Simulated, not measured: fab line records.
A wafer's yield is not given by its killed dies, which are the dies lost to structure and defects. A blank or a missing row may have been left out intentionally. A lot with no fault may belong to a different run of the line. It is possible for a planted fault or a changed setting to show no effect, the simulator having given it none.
What tool caused it? -- flow nand-harc -- 24 lots, 72 wafers sampled, at 6 steps of a route of 1302

## WHAT THE GAUGES READ, wafer by wafer
NHARC_A_CONTACT_INSPECT_71.
lot,measured,on,raw-defect-count
L074,day 22 04:26,defect-inspect-02,149 151 123
L075,day 22 16:18,defect-inspect-02,107 125 133
L076,day 22 18:54,defect-inspect-01,95 108 111
L077,day 22 22:08,defect-inspect-01,98 110 104
L078,day 23 08:47,defect-inspect-01,58 59 84
L080,day 24 01:08,defect-inspect-02,115 110 123
L079,day 24 01:29,defect-inspect-01,88 83 68
L081,day 24 20:13,defect-inspect-02,96 46 56
L082,day 25 21:23,defect-inspect-01,84 79 77
L085,day 26 17:02,defect-inspect-02,119 127 116
L083,day 26 17:49,defect-inspect-02,85 90 90
L086,day 26 21:01,defect-inspect-01,21 43 34
L084,day 27 03:57,defect-inspect-02,117 112 105
L087,day 27 04:39,defect-inspect-01,61 58 74
L088,day 28 03:22,defect-inspect-01,53 48 52
L091,day 28 16:24,defect-inspect-01,58 68 50
L090,day 29 01:55,defect-inspect-01,117 102 108
L089,day 29 04:27,defect-inspect-01,61 69 56
L092,day 29 07:39,defect-inspect-01,73 62 57
L093,day 29 22:17,defect-inspect-02,90 82 82
L094,day 30 02:36,defect-inspect-02,85 73 87
L096,day 30 23:33,defect-inspect-01,95 91 100
L095,day 30 23:00,defect-inspect-02,61 63 62
L097,day 31 11:37,defect-inspect-01,19 32 25

NHARC_A_BLC_OVL_MEAS_11.
lot,measured,on,overlay-x-nm (nm),overlay-y-nm (nm)
L074,day 22 18:32,overlay-02,-0.4 -0.5 -0.7,0.7 0.0 0.3
L075,day 23 07:16,overlay-01,-0.2 0.3 0.3,-2.3 -2.7 -2.9
L076,day 23 08:59,overlay-02,-0.2 -0.3 -0.8,-1.5 -1.7 -1.0
L077,day 23 13:12,overlay-02,0.3 1.0 1.0,0.1 -0.1 0.6
L078,day 23 23:08,overlay-02,0.5 1.2 1.1,0.0 -0.2 0.2
L080,day 24 18:30,overlay-01,-1.4 -1.1 -0.9,-0.8 -0.9 -1.1
L079,day 24 18:49,overlay-02,1.8 1.5 1.8,0.1 0.0 0.1
L081,day 25 10:26,overlay-01,-0.8 -0.4 -1.0,-1.3 -0.7 -1.5
L082,day 26 13:34,overlay-01,-0.8 -0.5 -0.5,-0.9 -0.4 -1.1
L085,day 27 12:43,overlay-02,0.4 0.7 0.6,-1.3 -1.8 -0.7
L083,day 27 13:53,overlay-01,0.2 -0.1 -0.3,-1.4 -1.1 -0.6
L086,day 27 17:32,overlay-02,-0.2 -0.4 -0.2,-1.4 -1.1 -0.8
L084,day 27 20:08,overlay-01,-0.1 0.5 0.2,0.1 -0.1 0.0
L087,day 27 19:24,overlay-02,0.2 0.1 -0.3,-0.7 -0.7 -1.7
L088,day 28 17:38,overlay-02,0.7 0.4 0.6,-0.1 0.2 -0.6
L091,day 29 09:53,overlay-01,0.2 0.2 0.6,0.6 0.1 0.6
L090,day 29 18:21,overlay-02,0.1 0.1 0.3,-0.2 0.0 0.4
L089,day 29 23:10,overlay-01,1.0 0.2 0.1,-0.3 -1.6 -0.7
L092,day 30 00:40,overlay-02,0.1 0.1 0.8,0.4 0.2 -0.5
L093,day 30 14:22,overlay-01,-2.1 -2.2 -2.3,-0.1 -0.2 0.5
L094,day 30 17:13,overlay-01,-0.9 -1.1 -0.3,0.0 0.5 0.6
L096,day 31 15:52,overlay-02,-0.7 -1.0 -1.0,-1.7 -1.6 -1.6
L095,day 31 14:37,overlay-02,0.0 -0.2 -0.1,0.1 0.3 -0.3
L097,day 32 01:39,overlay-02,0.7 1.4 1.3,0.2 0.1 0.4

## WHICH TOOL RAN EACH LOT (tool, then ch and the chambers of the sampled wafers, then the start)
lot,NHARC_A_CONTACT_DEP_57,NHARC_A_CONTACT_ETCH_125,NHARC_A_CONTACT_ETCH_131,NHARC_A_CONTACT_ETCH_89
L074,"acl-dep-03 ch 0, day 22 00:30","har-cap-etch-03 ch 0,1, day 22 06:15","har-cap-etch-03 ch 0,1, day 22 07:18","rie-diel-02 ch 2,3, day 22 18:32 or earlier"
L075,"acl-dep-02 ch 0, day 22 12:19","har-cap-etch-01 ch 1, day 22 18:08","har-cap-etch-01 ch 1, day 22 19:12","rie-diel-02 ch 1,2,3, day 23 07:16 or earlier"
L076,"acl-dep-03 ch 0, day 22 15:22","har-cap-etch-02 ch 0,1, day 22 20:42","har-cap-etch-02 ch 0,1, day 22 21:46","rie-diel-03 ch 0,1,3, day 23 08:59 or earlier"
L077,"acl-dep-03 ch 0, day 22 18:02","har-cap-etch-01 ch 1, day 22 23:58","har-cap-etch-01 ch 1, day 23 01:02","rie-diel-03 ch 1,2, day 23 13:12 or earlier"
L078,"acl-dep-02 ch 0, day 23 04:40","har-cap-etch-02 ch 0,1, day 23 10:35","har-cap-etch-02 ch 0,1, day 23 11:38","rie-diel-02 ch 0,1,3, day 23 23:08 or earlier"
L080,"acl-dep-01 ch 0, day 23 21:11","har-cap-etch-02 ch 0,1, day 24 03:00","har-cap-etch-02 ch 0,1, day 24 04:04","rie-diel-10 ch 0,3, day 24 18:30 or earlier"
L079,"acl-dep-03 ch 0, day 23 21:26","har-cap-etch-01 ch 0,1, day 24 03:17","har-cap-etch-01 ch 0,1, day 24 04:20","rie-diel-03 ch 0,2, day 24 18:49 or earlier"
L081,"acl-dep-03 ch 0, day 24 17:11","har-cap-etch-03 ch 0,1, day 24 22:08","har-cap-etch-03 ch 0,1, day 24 23:12","rie-diel-02 ch 0,1,2, day 25 10:26 or earlier"
L082,"acl-dep-02 ch 0, day 25 17:49","har-cap-etch-03 ch 0,1, day 25 23:11","har-cap-etch-03 ch 0,1, day 26 00:14","rie-diel-03 ch 1,3, day 26 13:34 or earlier"
L085,"acl-dep-01 ch 0, day 26 13:05","har-cap-etch-02 ch 0,1, day 26 18:50","har-cap-etch-02 ch 0,1, day 26 19:53","rie-diel-10 ch 2,3, day 27 12:43 or earlier"
L083,"acl-dep-03 ch 0, day 26 13:38","har-cap-etch-01 ch 0,1, day 26 19:37","har-cap-etch-01 ch 0,1, day 26 20:40","rie-diel-02 ch 0,2,3, day 27 13:53 or earlier"
L086,"acl-dep-03 ch 0, day 26 16:55","har-cap-etch-03 ch 0,1, day 27 00:46","har-cap-etch-03 ch 0,1, day 27 01:50","rie-diel-10 ch 0,2, day 27 17:32 or earlier"
L084,"acl-dep-03 ch 0, day 27 00:29","har-cap-etch-01 ch 0, day 27 07:03","har-cap-etch-01 ch 0, day 27 08:07","rie-diel-10 ch 0,1,2, day 27 20:08 or earlier"
L087,"acl-dep-02 ch 0, day 27 00:41","har-cap-etch-02 ch 1, day 27 06:29","har-cap-etch-02 ch 1, day 27 07:33","rie-diel-02 ch 1,2,3, day 27 19:24 or earlier"
L088,"acl-dep-02 ch 0, day 27 23:52","har-cap-etch-03 ch 0, day 28 05:26","har-cap-etch-03 ch 0, day 28 06:29","rie-diel-02 ch 1,2, day 28 17:38 or earlier"
L091,"acl-dep-03 ch 0, day 28 12:20","har-cap-etch-01 ch 0,1, day 28 18:13","har-cap-etch-01 ch 0,1, day 28 19:17","rie-diel-02 ch 1,2, day 29 09:53 or earlier"
L090,"acl-dep-01 ch 0, day 28 22:30","har-cap-etch-02 ch 0,1, day 29 03:43","har-cap-etch-02 ch 0,1, day 29 04:47","rie-diel-03 ch 0,1, day 29 18:21 or earlier"
L089,"acl-dep-02 ch 0, day 29 01:01","har-cap-etch-03 ch 0,1, day 29 06:17","har-cap-etch-03 ch 0,1, day 29 07:20","rie-diel-10 ch 1,2,3, day 29 23:10 or earlier"
L092,"acl-dep-02 ch 0, day 29 03:42","har-cap-etch-02 ch 0,1, day 29 09:29","har-cap-etch-02 ch 0,1, day 29 10:33","rie-diel-10 ch 1,2,3, day 30 00:40 or earlier"
L093,"acl-dep-03 ch 0, day 29 18:08","har-cap-etch-01 ch 0,1, day 30 00:05","har-cap-etch-01 ch 0,1, day 30 01:10","rie-diel-02 ch 0,1,3, day 30 14:22 or earlier"
L094,"acl-dep-03 ch 0, day 29 23:04","har-cap-etch-02 ch 0, day 30 04:26","har-cap-etch-02 ch 0, day 30 05:29","rie-diel-10 ch 0,3, day 30 17:13 or earlier"
L096,"acl-dep-02 ch 0, day 30 19:15","har-cap-etch-02 ch 0,1, day 31 01:22","har-cap-etch-02 ch 0,1, day 31 02:39","rie-diel-02 ch 0,2,3, day 31 15:52 or earlier"
L095,"acl-dep-01 ch 0, day 30 19:59","har-cap-etch-01 ch 0,1, day 31 00:57","har-cap-etch-01 ch 0,1, day 31 02:22","rie-diel-10 ch 0,2, day 31 14:37 or earlier"
L097,"acl-dep-02 ch 0, day 31 07:31","har-cap-etch-03 ch 0,1, day 31 13:26","har-cap-etch-03 ch 0,1, day 31 14:29","rie-diel-10 ch 1,3, day 32 01:39 or earlier"
- NHARC_A_CONTACT_DEP_57: deposits aC, target thk 5300 nm.
- NHARC_A_CONTACT_ETCH_125: etches the open film in C4F8/O2/Ar, time 197 s, target depth 1918 nm.
- NHARC_A_CONTACT_ETCH_131: etches the open film in C4F8/O2/Ar, time 197 s, target depth 1918 nm.
- NHARC_A_CONTACT_ETCH_89: etches the open film in N2/H2, target depth 260 nm, time 475.3 s.

## WHAT THE TOOLS THEMSELVES READ (means of the sampled wafers that have a number; where no wafer has one, the mark that the record gives instead)
NHARC_A_CONTACT_DEP_57.
lot,tool,throttle-valve-pct (%)
L074,acl-dep-03,34.999
L075,acl-dep-02,34.997
L076,acl-dep-03,35.008
L077,acl-dep-03,35.007
L078,acl-dep-02,35.005
L080,acl-dep-01,35.009
L079,acl-dep-03,34.997
L081,acl-dep-03,34.996
L082,acl-dep-02,35.005
L085,acl-dep-01,35.008
L083,acl-dep-03,34.991
L086,acl-dep-03,34.996
L084,acl-dep-03,35.000
L087,acl-dep-02,34.995
L088,acl-dep-02,34.994
L091,acl-dep-03,35.000
L090,acl-dep-01,34.998
L089,acl-dep-02,34.997
L092,acl-dep-02,34.990
L093,acl-dep-03,34.995
L094,acl-dep-03,34.998
L096,acl-dep-02,34.997
L095,acl-dep-01,34.998
L097,acl-dep-02,34.994

NHARC_A_CONTACT_ETCH_89.
lot,tool,drypump-motor-current-A (A),oes-product-au (a.u.),rf-fwd-power-W (W),rf-vpp-V (V),showerhead-plenum-p-Torr (Torr),throttle-valve-pct (%)
L074,rie-diel-02,5.4,0.994,399.1,429,2.01,14.170
L075,rie-diel-02,5.8,0.992,400.7,431,2.05,14.166
L076,rie-diel-03,5.8,0.994,398.8,430,2.02,14.175
L077,rie-diel-03,5.9,0.995,399.3,432,2.10,14.175
L078,rie-diel-02,6.0,1.003,398.7,430,2.01,14.173
L080,rie-diel-10,5.3,1.009,399.2,431,2.05,14.159
L079,rie-diel-03,5.6,0.996,400.2,434,2.16,14.173
L081,rie-diel-02,5.7,0.985,400.6,430,2.03,14.170
L082,rie-diel-03,6.1,0.989,398.5,427,1.93,14.172
L085,rie-diel-10,5.2,0.993,399.0,431,2.08,14.162
L083,rie-diel-02,5.7,0.991,399.2,429,1.97,14.177
L086,rie-diel-10,5.1,0.996,399.5,428,2.00,14.175
L084,rie-diel-10,5.4,1.001,399.8,428,1.96,14.172
L087,rie-diel-02,5.8,0.992,398.5,431,2.04,14.165
L088,rie-diel-02,5.5,0.993,399.9,432,2.06,14.174
L091,rie-diel-02,5.5,0.996,399.6,432,2.06,14.172
L090,rie-diel-03,5.8,1.002,399.1,434,2.16,14.173
L089,rie-diel-10,5.5,1.002,399.7,430,2.02,14.177
L092,rie-diel-10,5.5,1.000,400.0,430,2.02,14.172
L093,rie-diel-02,6.0,0.992,398.7,429,2.00,14.169
L094,rie-diel-10,5.4,1.003,398.5,432,2.10,14.171
L096,rie-diel-02,5.7,0.991,398.7,427,1.96,14.161
L095,rie-diel-10,5.1,0.997,399.4,429,1.99,14.170
L097,rie-diel-10,5.8,1.007,400.2,428,1.97,14.177

## THE ANSWER, worked out from the rows above alone
Rule: the lots themselves supply what counts as usual. The widest of any qualifying gaps counts: lots, ordered by their means at a reading, are off when they make up no more than a third of the lots, leave a main group of 4 or more, and stand apart from it by 3 or more times the standard deviation of that group's means. A main group is skipped when, at the precision printed for the reading in the tables above, its means are all equal. Also off: a lot with no number at a reading for which 4 or more lots have one. Where the step has rows for the other lots, those lots are counted as sound. First the gauges in route order, then the tools' own readings, where a lot's mean is used as printed above. The first step at which some lot is off is used, and at that step the reading that is off furthest; a lot without a number counts as furthest.
No lot is off at any reading shown: from this, nothing can be told.

## WHAT WAS PUT IN BY THE SIMULATOR
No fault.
